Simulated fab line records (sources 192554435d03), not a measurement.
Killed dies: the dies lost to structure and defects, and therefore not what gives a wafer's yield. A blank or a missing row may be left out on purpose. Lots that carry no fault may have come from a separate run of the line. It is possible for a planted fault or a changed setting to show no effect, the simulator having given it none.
fab line records	flow n5-finfet
[record] lots = 7	wafers = 21
route steps=1938 shown BEOL_M5@1160 BEOL_M6@1239 BEOL_M7@1293 BEOL_M9@1408
start-h: hours from the record's opening day to when the first of the lot's shown wafers began	wait-h: hours elapsed since this lot's preceding step	" unchanged from the row above	L1.1+2: a single row standing in for several wafers	- no value present, or no start provided	* or withheld: withheld	< > ~ a bound
route shown NAME@n: names a module that has steps shown in the file, with the first one's number in the route	usual: mean/standard deviation of fault-free wafers	same: alike in all rows	chamber/n: place in a boat	sites: the reading at each site	_std_site: their standard deviation	_edge_site: the outer-site mean with the inner-site mean subtracted	radius-mm: how far each site lies from the wafer's centre	mask NAME#n: copy n	behind: tool/chamber where the wafer was last shaped	hold: why the lot went on hold/how many hours it stayed there/how the hold came to an end	device: transistor that didn't switch, given as n, p or np	end of line: tests of these same wafers at the route's end	step lacking rows: just its recipe	killed: the dies lost at the first sort to structure and to defects; this is not the yield of the wafer	map: the dies of a wafer, with x for killed, . for not killed, _ for no die there
set.NAME: the setting as run; set.NAME@STEP: as run at that earlier step	model.NAME: the simulator's own value behind a step, which no gauge read
lots whose settings were changed on purpose; a table a step, a row a wafer
[[steps]]
[step N5_BEOL_M5_TRENCH_ETCH_37]
[recipe] chemistry = C4F6/O2	target-depth-a = 716.52	target = SiCOH_lowk	time-s = 24.7	ion-energy-ev = 250	pressure-mtorr = 30	source-w = 345	bias-w = 185	Ar_flow_sccm = 300	C4F6_flow_sccm = 10	O2_flow_sccm = 10
[usual] rf-vpp-V = 669/13
lot.wafer	tool	chamber	start-h	wait-h	set.bias-w	rf-vpp-V
L077.1	rie-diel-01	3	-	-	185	668
L077.4	"	2	"	"	173	652
L077.6	"	1	"	"	173	636
L079.2	rie-diel-05	3	-	-	185	659
L079.4	"	1	"	"	214.3	729
L079.5	"	2	"	"	214.3	748
L088.1	rie-diel-05	3	-	-	185	659
L088.5	"	1	"	"	169.7	604
L088.6	"	0	"	"	185	672
L095.2	rie-diel-05	1	-	-	155	562
L095.5	"	0	"	"	185	671
L095.6	"	3	"	"	155	573
L094.1	rie-diel-01	0	-	-	185	693
L094.3	"	2	"	"	185	687
L094.4	"	2	"	"	185	688
L089.1	rie-diel-01	2	-	-	164.7	628
L089.2	"	1	"	"	185	674
L089.6	"	0	"	"	164.7	632
L092.1	rie-diel-05	2	-	-	216.9	755
L092.2	"	1	"	"	216.9	735
L092.4	"	0	"	"	185	673
[step N5_BEOL_M5_ETCH_41]
[recipe] chemistry = CH3F/O2	target = SiCN	target-depth-a = 315	taper-deg = 2	time-s = 56.7	ion-energy-ev = 120	mask-material = TiN	pressure-mtorr = 30	source-w = 395	bias-w = 75	Ar_flow_sccm = 150	CH3F_flow_sccm = 30	O2_flow_sccm = 20
[usual] rf-vpp-V = 297.5/1.7
lot.wafer	tool	chamber	start-h	wait-h	set.source-w	rf-vpp-V
L077.1	rie-diel-01	3	-	-	365.6	304.8
L077.4	"	2	"	"	365.6	304.1
L077.6	"	1	"	"	395	297.8
L079.2	rie-diel-05	3	-	-	395	300.4
L079.4	"	1	"	"	413	291.7
L079.5	"	2	"	"	395	299.6
L088.1	rie-diel-05	3	-	-	454.6	285.5
L088.5	"	1	"	"	395	296.1
L088.6	"	0	"	"	454.6	281.9
L095.2	rie-diel-05	1	-	-	395	294.6
L095.5	"	0	"	"	432.6	283.8
L095.6	"	3	"	"	432.6	291.8
L094.1	rie-diel-01	0	-	-	395	300.3
L094.3	"	2	"	"	395	298.1
L094.4	"	2	"	"	395	296.6
L089.1	rie-diel-01	2	-	-	425.6	290.0
L089.2	"	1	"	"	395	296.8
L089.6	"	0	"	"	425.6	292.3
L092.1	rie-diel-05	2	-	-	368.5	305.7
L092.2	"	1	"	"	395	295.9
L092.4	"	0	"	"	368.5	301.9
[step N5_BEOL_M6_TRENCH_ETCH_37]
[recipe] chemistry = C4F6/O2	target-depth-a = 944.35	target = SiCOH_lowk	time-s = 31.5	ion-energy-ev = 250	pressure-mtorr = 30	source-w = 345	bias-w = 185	Ar_flow_sccm = 300	C4F6_flow_sccm = 10	O2_flow_sccm = 10
lot.wafer	tool	chamber	start-h	wait-h	set.time-s	model.etch.depth-nm	model.BEOL_M6.feature-depth-nm
L077.1	rie-diel-04	3	-	-	31.5	98.38	98.4
L077.4	"	2	"	"	31.5	94.71	94.8
L077.6	"	1	"	"	31.5	96.57	96.6
L079.2	rie-diel-04	1	-	-	34.6	105.8	105.8
L079.4	"	3	"	"	31.5	98.26	98.2
L079.5	"	1	"	"	34.6	106.7	106.6
L088.1	rie-diel-03	0	-	-	33.49	102.7	102.6
L088.5	"	3	"	"	31.5	94.41	94.4
L088.6	"	0	"	"	31.5	96.75	96.8
L095.2	rie-diel-02	3	-	-	28.07	82.92	83
L095.5	"	0	"	"	31.5	93.41	93.4
L095.6	"	1	"	"	28.07	83.99	84
L094.1	rie-diel-04	1	-	-	31.5	96.3	96.4
L094.3	"	0	"	"	31.5	95.88	95.8
L094.4	"	2	"	"	31.5	93.57	93.6
L089.1	rie-diel-03	1	-	-	31.5	91.87	91.8
L089.2	"	0	"	"	31.5	96.67	96.6
L089.6	"	3	"	"	31.5	94.96	95
L092.1	rie-diel-02	2	-	-	37.53	117.1	117.2
L092.2	"	1	"	"	31.5	94.08	94
L092.4	"	3	"	"	37.53	111.2	111.2
[step N5_BEOL_M6_ETCH_41]
[recipe] chemistry = CH3F/O2	target = SiCN	target-depth-a = 297	taper-deg = 2	time-s = 52	ion-energy-ev = 120	mask-material = TiN	pressure-mtorr = 30	source-w = 395	bias-w = 75	Ar_flow_sccm = 150	CH3F_flow_sccm = 30	O2_flow_sccm = 20
[step N5_BEOL_M6_STRIP_80]
[recipe] chemistry = N2/H2	time-s = 10	power-w = 450	temp-c = 40	pressure-mtorr = 20	rf-frequency-hz = 6e+07	bias-power-w = 7	n2-flow-sccm = 200	h2-flow-sccm = 200
[step N5_BEOL_M6_OCD_MEAS_38]
[usual] trench-depth-nm = 95.1/2
lot.wafer	tool	chamber	start-h	wait-h	set.time-s@BEOL_M6_TRENCH_ETCH_37	trench-depth-nm
L077.1	ocd-01	-	200.62	-	31.5	98.0
L077.4	"	-	"	"	31.5	95.1
L077.6	"	-	"	"	31.5	96.6
L079.2	ocd-02	-	209.57	-	34.6	105.9
L079.4	"	-	"	"	31.5	98.2
L079.5	"	-	"	"	34.6	106.7
L088.1	ocd-01	-	301.67	-	33.49	102.5
L088.5	"	-	"	"	31.5	94.3
L088.6	"	-	"	"	31.5	96.7
L095.2	ocd-02	-	303.96	-	28.07	82.5
L095.5	"	-	"	"	31.5	93.7
L095.6	"	-	"	"	28.07	83.8
L094.1	ocd-02	-	312.05	-	31.5	96.4
L094.3	"	-	"	"	31.5	95.7
L094.4	"	-	"	"	31.5	93.6
L089.1	ocd-02	-	320.56	-	31.5	91.9
L089.2	"	-	"	"	31.5	96.8
L089.6	"	-	"	"	31.5	95.0
L092.1	ocd-02	-	321.70	-	37.53	117.3
L092.2	"	-	"	"	31.5	93.4
L092.4	"	-	"	"	37.53	111.3
[step N5_BEOL_M6_HM_STRIP_39]
[recipe] chemistry = peroxide-tin-strip	material = TiN	target-depth-a = 250	temp-c = 50	time-s = 158
[step N5_BEOL_M6_SRD_40]
[recipe] time-s = 30	temp-c = 23	rinse-liquid = diw	dry = ipa-marangoni
[step N5_BEOL_M6_ECD_50]
[recipe] material = Cu	target-thk-a = 3000
[step N5_BEOL_M6_ANNEAL_51]
[recipe] temp-c = 225	time-s = 90	ambient = N2
[step N5_BEOL_M6_CMP_52]
[recipe] stop-on = SiCOH_lowk	t-overpolish-s = 6.9	down-force-psi = 1	platen-rpm = 50	clearing-platen-down-force-psi = 1.5	clearing-platen-rpm = 50	post-cmp-clean = cu-alkaline	target-thk-nm = 80	clearing-platen-pad-velocity-m-s = 0.99484	pad-velocity-m-s = 0.99484
lot.wafer	tool	chamber	start-h	wait-h	set.time-s@BEOL_M6_TRENCH_ETCH_37	model.Cu_of_BEOL_M6_ECD_50.thk-nm
L077.1	cmp-04	3	203.73	0.3	31.5	86.4
L077.4	"	1	"	"	31.5	82
L077.6	"	3	"	"	31.5	83.6
L079.2	cmp-01	3	211.67	0.2	34.6	90.4
L079.4	"	0	"	"	31.5	82.6
L079.5	"	3	"	"	34.6	91.8
L088.1	cmp-03	2	304.61	0.4	33.49	87.4
L088.5	"	3	"	"	31.5	79.6
L088.6	"	0	"	"	31.5	82.8
L095.2	cmp-01	1	309.95	0.3	28.07	68.4
L095.5	"	0	"	"	31.5	80.6
L095.6	"	1	"	"	28.07	70.2
L094.4	cmp-01	3	314.00	0.2	31.5	78.6
L094.3	"	0	"	"	31.5	82
L094.1	"	1	"	"	31.5	82.2
L089.1	cmp-01	3	322.65	0.3	31.5	79
L089.2	"	2	"	"	31.5	84.8
L089.6	"	0	"	"	31.5	82.6
L092.1	cmp-01	0	325.39	0.3	37.53	104
L092.4	"	2	"	"	37.53	97.6
L092.2	"	3	"	"	31.5	79.2
[step N5_BEOL_M6_THK_MEAS_53]
[recipe] thk-meas-gauge = xrf	reads = Cu_of_BEOL_M6_ECD_50
[usual] M6_THK = 81.2/2.3
lot.wafer	tool	chamber	start-h	wait-h	set.time-s@BEOL_M6_TRENCH_ETCH_37	M6_THK[nm]
L077.1	film-metro-02	-	204.03	-	31.5	86.2
L077.4	"	-	"	"	31.5	82.2
L077.6	"	-	"	"	31.5	84.1
L079.2	film-metro-01	-	211.93	-	34.6	90.3
L079.4	"	-	"	"	31.5	82.3
L079.5	"	-	"	"	34.6	92.2
L088.1	film-metro-01	-	304.79	-	33.49	86.8
L088.5	"	-	"	"	31.5	78.9
L088.6	"	-	"	"	31.5	82.1
L095.2	film-metro-01	-	310.21	-	28.07	68.1
L095.5	"	-	"	"	31.5	80.2
L095.6	"	-	"	"	28.07	69.9
L094.1	film-metro-02	-	314.26	-	31.5	82.3
L094.3	"	-	"	"	31.5	81.4
L094.4	"	-	"	"	31.5	78.6
L089.1	film-metro-01	-	322.95	-	31.5	79.3
L089.2	"	-	"	"	31.5	85.1
L089.6	"	-	"	"	31.5	82.8
L092.1	film-metro-02	-	325.68	-	37.53	104.6
L092.2	"	-	"	"	31.5	80.1
L092.4	"	-	"	"	37.53	98.1
[step N5_BEOL_M6_PRE_CLEAN_55]
[recipe] gas = NH3	time-s = 15	temp-c = withheld	rf-power-w = 300
[step N5_BEOL_M6_DEP_56]
[recipe] material = SiCN	target-thk-a = 100	temp-c = withheld	precursor = 3MS/NH3	pressure-torr = 3	rf-w = 202	time-s = 17.5
[step N5_BEOL_M6_RS_MEAS_57]
[recipe] thk-meas-gauge = four-point-probe	reads = Cu_of_BEOL_M6_ECD_50+Co_of_BEOL_M6_CVD_78+TaN_of_BEOL_M6_ALD_77
[usual] M6_RS = 0.282/0.009
lot.wafer	tool	chamber	start-h	wait-h	set.time-s@BEOL_M6_TRENCH_ETCH_37	M6_RS[ohm/sq]
L077.1	film-metro-02	-	204.16	0.1	31.5	0.261
L077.4	"	-	"	"	31.5	0.277
L077.6	"	-	"	"	31.5	0.271
L079.2	film-metro-01	-	212.09	0.1	34.6	0.248
L079.4	"	-	"	"	31.5	0.276
L079.5	"	-	"	"	34.6	0.244
L088.1	film-metro-02	-	304.95	0.1	33.49	0.257
L088.5	"	-	"	"	31.5	0.287
L088.6	"	-	"	"	31.5	0.275
L095.2	film-metro-01	-	310.34	0.1	28.07	0.344
L095.5	"	-	"	"	31.5	0.283
L095.6	"	-	"	"	28.07	0.333
L094.1	film-metro-01	-	314.39	0.1	31.5	0.276
L094.3	"	-	"	"	31.5	0.277
L094.4	"	-	"	"	31.5	0.291
L089.1	film-metro-01	-	323.08	0.1	31.5	0.290
L089.2	"	-	"	"	31.5	0.267
L089.6	"	-	"	"	31.5	0.275
L092.1	film-metro-02	-	325.81	0.1	37.53	0.211
L092.2	"	-	"	"	31.5	0.290
L092.4	"	-	"	"	37.53	0.227
[step N5_BEOL_M7_EXPOSE_25]
[recipe] mask-id = V6	na = 0.33	source-shape = annular	sigma-inner = 0.4	sigma-outer = 0.8	polarization = unpolarized	target-cd-nm = 40	dose-mj = 42.5
lot.wafer	tool	chamber	start-h	wait-h	mask	set.dose-mj
L077.1+4+6	euv-scanner-02	0	207.10	-	V6#0	42.5
L079.2	euv-scanner-01	0	214.67	-	V6#0	44.56
L079.4+5	"	0	"	"	V6#0	42.5
L088.1+5	euv-scanner-01	0	310.98	-	V6#0	43.65
L088.6	"	0	"	"	V6#0	42.5
L095.2+5	euv-scanner-02	0	314.93	-	V6#0	42.5
L095.6	"	0	"	"	V6#0	44.47
L094.1+3+4	euv-scanner-02	0	317.90	-	V6#0	42.5
L089.1+2+6	euv-scanner-01	0	328.20	-	V6#0	42.5
L092.1+2+4	euv-scanner-01	0	334.71	-	V6#0	42.5
[step N5_BEOL_M7_PEB_26]
[recipe] peb-temp-c = 100	peb-time-s = 60	resist = CAR-EUV
[step N5_BEOL_M7_DEVELOP_27]
[recipe] develop-time-s = 30	developer = TMAH	resist = CAR-EUV	rinse-liquid = surfactant-rinse	dry = air-spin	dev-temp-c = 23
[step N5_BEOL_M7_DESCUM_33]
[recipe] chemistry = O2	time-s = 7	source-power-w = 50	bias-power-w = 20	pressure-mtorr = 20	rf-frequency-hz = 2.712e+07	temp-c = 40	resist = CAR-EUV	o2-flow-sccm = 225
lot.wafer	tool	chamber	start-h	wait-h	set.dose-mj@BEOL_M7_EXPOSE_25	model.BEOL_M7.cd-nm
L077.1	rie-diel-06	1	207.36	0.0	42.5	39.8
L077.4+6	"	2,0	"	"	42.5	40
L079.2	rie-diel-01	1	214.92	0.0	44.56	41.2
L079.4	"	0	"	"	42.5	40
L079.5	"	3	"	"	42.5	40.2
L088.1+5	rie-diel-06	1,0	311.24	0.0	43.65	40.6
L088.6	"	3	"	"	42.5	40
L095.2	rie-diel-05	2	315.18	0.0	42.5	39.8
L095.5	"	1	"	"	42.5	40
L095.6	"	0	"	"	44.47	40.6
L094.1+3+4	rie-diel-05	0,2,1	318.15	0.0	42.5	40
L089.1	rie-diel-01	1	328.63	0.2	42.5	39.8
L089.2	"	0	"	"	42.5	40
L089.6	"	2	"	"	42.5	39.6
L092.1+4	rie-diel-06	3,1	334.96	0.0	42.5	40
L092.2	"	2	"	"	42.5	39.8
[step N5_BEOL_M7_ETCH_72]
[recipe] chemistry = N2/H2	target = underlayer	target-depth-a = 65	mask-material = CAR-EUV	time-s = 5.2	ion-energy-ev = 200	pressure-mtorr = 30	source-w = 840	bias-w = 150	n2-flow-sccm = 200	h2-flow-sccm = 200	ends = cleared
lot.wafer	tool	chamber	start-h	wait-h	set.dose-mj@BEOL_M7_EXPOSE_25	model.BEOL_M7.cd-nm
L077.1+4	rie-diel-06	1,2	207.39	0.0	42.5	40
L077.6	"	0	"	"	42.5	40.2
L079.2	rie-diel-01	1	214.96	0.0	44.56	41
L079.4	"	0	"	"	42.5	40
L079.5	"	3	"	"	42.5	40.2
L088.1	rie-diel-06	1	311.27	0.0	43.65	40.8
L088.5	"	0	"	"	43.65	40.6
L088.6	"	3	"	"	42.5	40
L095.2	rie-diel-05	2	315.22	0.0	42.5	39.8
L095.5	"	1	"	"	42.5	40
L095.6	"	0	"	"	44.47	40.6
L094.1+3+4	rie-diel-05	0,2,1	318.19	0.0	42.5	40
L089.1	rie-diel-01	1	328.66	0.0	42.5	39.8
L089.2	"	0	"	"	42.5	40
L089.6	"	2	"	"	42.5	39.6
L092.1+4	rie-diel-06	3,1	335.00	0.0	42.5	40
L092.2	"	2	"	"	42.5	39.6
[step N5_BEOL_M9_COAT_05]
[recipe] resist = CAR-ArF	spin-rpm = 1500	resist-thk-nm = 90
lot.wafer	tool	chamber	start-h	wait-h	set.spin-rpm	model.CAR-ArF_of_BEOL_M9_COAT_05.thk-nm
L077.1	litho-track-05	0	-	-	1445	91.6
L077.4	"	0	"	"	1500	89.8
L077.6	"	0	"	"	1500	90
L079.2+4	litho-track-05	0	-	-	1500	89.8
L079.5	"	0	"	"	1500	90
L088.1+5	litho-track-05	0	-	-	1500	90
L088.6	"	0	"	"	1500	89.8
L094.1+3+4	litho-track-01	0	-	-	1500	90
L095.2	litho-track-03	0	-	-	1500	90.6
L095.5+6	"	0	"	"	1500	90.4
L089.1	litho-track-05	0	-	-	1372	94.6
L089.2+6	"	0	"	"	1500	90.2
L092.1	litho-track-03	0	-	-	1500	90
L092.2	"	0	"	"	1500	90.4
L092.4	"	0	"	"	1595	87.2
[step N5_BEOL_M9_EBR_07]
[recipe] solvent = PGMEA	ebr-width-mm = 1.5
[step N5_BEOL_M9_SOFTBAKE_06]
[recipe] temp-c = 110	time-s = 60	resist = CAR-ArF
[step N5_BEOL_M9_EXPOSE_08]
[recipe] mask-id = M9	na = 1.35	source-shape = dipole	sigma-inner = 0.411	sigma-outer = 0.611	polarization = te	dose-mj = 53.75
[step N5_BEOL_M9_PEB_09]
[recipe] peb-temp-c = withheld	peb-time-s = 60	resist = CAR-ArF
[step N5_BEOL_M9_DEVELOP_10]
[recipe] develop-time-s = 30	developer = TMAH	resist = CAR-ArF	rinse-liquid = diw	dry = air-spin	dev-temp-c = 23
lot.wafer	tool	chamber	start-h	wait-h	set.spin-rpm@BEOL_M9_COAT_05	model.CAR-ArF_of_BEOL_M9_COAT_05.thk-nm
L077.1	litho-track-01	0	-	-	1445	89.8
L077.4	"	0	"	"	1500	88
L077.6	"	0	"	"	1500	88.4
L079.2	litho-track-01	0	-	-	1500	88.2
L079.4	"	0	"	"	1500	88
L079.5	"	0	"	"	1500	88.4
L088.1+5+6	litho-track-03	0	-	-	1500	88.2
L094.1+3	litho-track-05	0	-	-	1500	88.2
L094.4	"	0	"	"	1500	88.4
L095.2	litho-track-03	0	-	-	1500	88.8
L095.5+6	"	0	"	"	1500	88.6
L089.1	litho-track-01	0	-	-	1372	92.8
L089.2	"	0	"	"	1500	88.6
L089.6	"	0	"	"	1500	88.4
L092.1	litho-track-03	0	-	-	1500	88.4
L092.2	"	0	"	"	1500	88.8
L092.4	"	0	"	"	1595	85.6
[step N5_BEOL_M9_DESCUM_16]
[recipe] chemistry = O2	time-s = 7.9	source-power-w = 50	bias-power-w = 20	pressure-mtorr = 20	rf-frequency-hz = 2.712e+07	temp-c = 40	resist = CAR-ArF	o2-flow-sccm = 225
lot.wafer	tool	chamber	start-h	wait-h	set.spin-rpm@BEOL_M9_COAT_05	model.CAR-ArF_of_BEOL_M9_COAT_05.thk-nm
L077.1	rie-diel-06	0	217.86	0.0	1445	85
L077.4	"	0	"	"	1500	83.2
L077.6	"	2	"	"	1500	83.6
L079.2	rie-diel-01	0	224.90	0.3	1500	83.4
L079.4	"	1	"	"	1500	83.2
L079.5	"	0	"	"	1500	83.6
L088.1+5	rie-diel-01	1,2	322.21	0.0	1500	83.4
L088.6	"	1	"	"	1500	83.2
L094.1+3	rie-diel-06	0,3	329.82	0.3	1500	83.4
L094.4	"	1	"	"	1500	83.6
L095.2+6	rie-diel-01	1,0	329.91	0.3	1500	84
L095.5	"	1	"	"	1500	83.8
L089.1	rie-diel-01	0	344.80	0.1	1372	88
L089.2+6	"	2,0	"	"	1500	83.8
L092.1	rie-diel-01	3	348.84	0.2	1500	83.6
L092.2	"	1	"	"	1500	83.8
L092.4	"	2	"	"	1595	80.8
[step N5_BEOL_M9_ETCH_62]
[recipe] chemistry = N2/H2	target = SOC	target-depth-a = 1100	overetch-a = 220	mask-material = SiARC	temp-c = 40	time-s = 165	ion-energy-ev = 200	pressure-mtorr = 30	source-w = 840	bias-w = 150	n2-flow-sccm = 200	h2-flow-sccm = 200
lot.wafer	tool	chamber	start-h	wait-h	set.time-s	model.SiARC_of_BEOL_M9_COAT_60.thk-nm
L077.1	rie-diel-06	0	217.95	0.0	134.5	25
L077.4	"	0	"	"	134.5	24.8
L077.6	"	2	"	"	165	23.6
L079.2	rie-diel-01	0	224.98	0.0	130.4	24.8
L079.4+5	"	1,0	"	"	165	23.4
L088.1	rie-diel-01	1	322.30	0.0	189.9	22.2
L088.5	"	2	"	"	165	23.6
L088.6	"	1	"	"	165	23.2
L094.1	rie-diel-06	0	329.90	0.0	165	23.8
L094.3	"	3	"	"	165	23.6
L094.4	"	1	"	"	165	24
L095.2+5	rie-diel-01	1	330.00	0.0	165	23.2
L095.6	"	0	"	"	165	23.4
L089.1+6	rie-diel-01	0	344.89	0.0	192.5	22.2
L089.2	"	2	"	"	165	23.6
L092.1	rie-diel-01	3	348.92	0.0	165	23.4
L092.2	"	1	"	"	165	23.2
L092.4	"	2	"	"	165	23.6
[step N5_BEOL_M9_STRIP_68]
[recipe] chemistry = N2/H2	temp-c = 40	n2-flow-sccm = 200	h2-flow-sccm = 200	rf-frequency-hz = 6e+07
[step N5_BEOL_M9_STRIP_67]
[recipe] chemistry = CF4	resist = SiARC	power-w = 300	bias-power-w = 75	pressure-mtorr = 50	cf4-flow-sccm = 150	rf-frequency-hz = 6e+07
[step N5_BEOL_M9_HM_OPEN_17]
[recipe] chemistry = Cl2/BCl3	target-depth-a = 200	overetch-a = 60	target = TiN	mask-material = SOC	ion-energy-ev = 150	pressure-mtorr = 10	icp-w = 1000	bias-w = 126	Cl2_flow_sccm = 53.25	bcl3-flow-sccm = 21.75	Ar_flow_sccm = 25
lot.wafer	tool	chamber	start-h	wait-h	set.time-s@BEOL_M9_ETCH_62	model.etch.depth-nm
L077.1	rie-metal-01	0	218.14	0.0	134.5	20.36
L077.4	"	0	"	"	134.5	20.22
L077.6	"	0	"	"	165	20.13
L079.2	rie-metal-02	0	225.17	0.0	130.4	20.34
L079.4	"	1	"	"	165	20.13
L079.5	"	1	"	"	165	20.03
L088.1	rie-metal-03	1	322.48	0.0	189.9	17.32
L088.5	"	0	"	"	165	19.83
L088.6	"	1	"	"	165	19.78
L094.1	rie-metal-02	1	330.09	0.0	165	19.87
L094.3	"	1	"	"	165	20.07
L094.4	"	0	"	"	165	20.11
L095.2	rie-metal-03	1	330.19	0.0	165	20.32
L095.5	"	1	"	"	165	20.12
L095.6	"	0	"	"	165	20.19
L089.1	rie-metal-02	0	345.07	0.0	192.5	17.31
L089.2	"	1	"	"	165	20.1
L089.6	"	0	"	"	192.5	17.51
L092.1	rie-metal-03	1	349.11	0.0	165	20.32
L092.2	"	0	"	"	165	20.45
L092.4	"	1	"	"	165	20.29
[step N5_BEOL_M9_ETCH_66]
[recipe] chemistry = N2/H2	target = SOC	target-depth-a = 800	overetch-a = 160	mask-material = SiARC	temp-c = 40	time-s = 120	ion-energy-ev = 200	pressure-mtorr = 30	source-w = 840	bias-w = 150	n2-flow-sccm = 200	h2-flow-sccm = 200
lot.wafer	tool	chamber	start-h	wait-h	set.time-s	model.SiARC_of_BEOL_M9_COAT_64.thk-nm
L077.1	rie-diel-05	0	218.82	0.0	136.3	5.4
L077.4	"	3	"	"	120	6.4
L077.6	"	1	"	"	136.3	5.8
L079.2+4	rie-diel-01	0,2	225.86	0.0	111.9	6.8
L079.5	"	0	"	"	120	6.4
L088.1	rie-diel-01	1	323.72	0.0	120	6
L088.5	"	2	"	"	99.85	7.4
L088.6	"	3	"	"	99.85	7.2
L095.2	rie-diel-01	0	335.00	0.0	94.3	7.6
L095.5	"	0	"	"	120	6.2
L095.6	"	1	"	"	120	6
L094.1	rie-diel-01	2	335.49	0.0	120	6.6
L094.3+4	"	3,0	"	"	120	6.4
L089.1+2	rie-diel-01	0,2	347.40	0.0	120	6.2
L089.6	"	1	"	"	120	6
L092.1+4	rie-diel-06	0,1	351.99	0.0	134.9	6
L092.2	"	2	"	"	120	6.4
[[key]]
[split] step = N5_BEOL_M5_TRENCH_ETCH_37	setting = bias-w	stated = 185	by = wafer
[response] step = N5_BEOL_M5_TRENCH_ETCH_37	reading = rf-vpp-V	change = +5.08	per = 1%	r = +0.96
[split] step = N5_BEOL_M5_ETCH_41	setting = source-w	stated = 395	by = wafer
[response] step = N5_BEOL_M5_ETCH_41	reading = rf-vpp-V	change = -0.871	per = 1%	r = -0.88
[split] step = N5_BEOL_M6_TRENCH_ETCH_37	setting = time-s	stated = 31.5	by = wafer
[response] step = N5_BEOL_M6_TRENCH_ETCH_37	reading = model.etch.depth-nm	change = +0.992	per = 1%	r = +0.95
[response] step = N5_BEOL_M6_TRENCH_ETCH_37	reading = model.BEOL_M6.feature-depth-nm	change = +0.993	per = 1%	r = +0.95
[response] step = N5_BEOL_M6_OCD_MEAS_38	reading = trench-depth-nm	change = +1.03	per = 1%	r = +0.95
[response] step = N5_BEOL_M6_CMP_52	reading = model.Cu_of_BEOL_M6_ECD_50.thk-nm	change = +1.06	per = 1%	r = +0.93
[response] step = N5_BEOL_M6_THK_MEAS_53	reading = M6_THK	change = +1.06	per = 1%	r = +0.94
[response] step = N5_BEOL_M6_RS_MEAS_57	reading = M6_RS	change = -0.00387	per = 1%	r = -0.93
[split] step = N5_BEOL_M7_EXPOSE_25	setting = dose-mj	stated = 42.5	by = wafer
[response] step = N5_BEOL_M7_DESCUM_33	reading = model.BEOL_M7.cd-nm	change = +0.195	per = 1%	r = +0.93
[response] step = N5_BEOL_M7_ETCH_72	reading = model.BEOL_M7.cd-nm	change = +0.182	per = 1%	r = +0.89
[split] step = N5_BEOL_M9_COAT_05	setting = spin-rpm	stated = 1500	by = wafer
[response] step = N5_BEOL_M9_COAT_05	reading = model.CAR-ArF_of_BEOL_M9_COAT_05.thk-nm	change = -0.497	per = 1%	r = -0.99
[response] step = N5_BEOL_M9_DEVELOP_10	reading = model.CAR-ArF_of_BEOL_M9_COAT_05.thk-nm	change = -0.487	per = 1%	r = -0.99
[response] step = N5_BEOL_M9_DESCUM_16	reading = model.CAR-ArF_of_BEOL_M9_COAT_05.thk-nm	change = -0.475	per = 1%	r = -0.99
[split] step = N5_BEOL_M9_ETCH_62	setting = time-s	stated = 165	by = wafer
[response] step = N5_BEOL_M9_ETCH_62	reading = model.SiARC_of_BEOL_M9_COAT_60.thk-nm	change = -0.0737	per = 1%	r = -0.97
[response] step = N5_BEOL_M9_HM_OPEN_17	reading = model.etch.depth-nm	shape = bent	at-lowest = 20.34	at-stated = 20.11	at-highest = 17.41
[split] step = N5_BEOL_M9_ETCH_66	setting = time-s	stated = 120	by = wafer
[response] step = N5_BEOL_M9_ETCH_66	reading = model.SiARC_of_BEOL_M9_COAT_64.thk-nm	change = -0.0644	per = 1%	r = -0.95
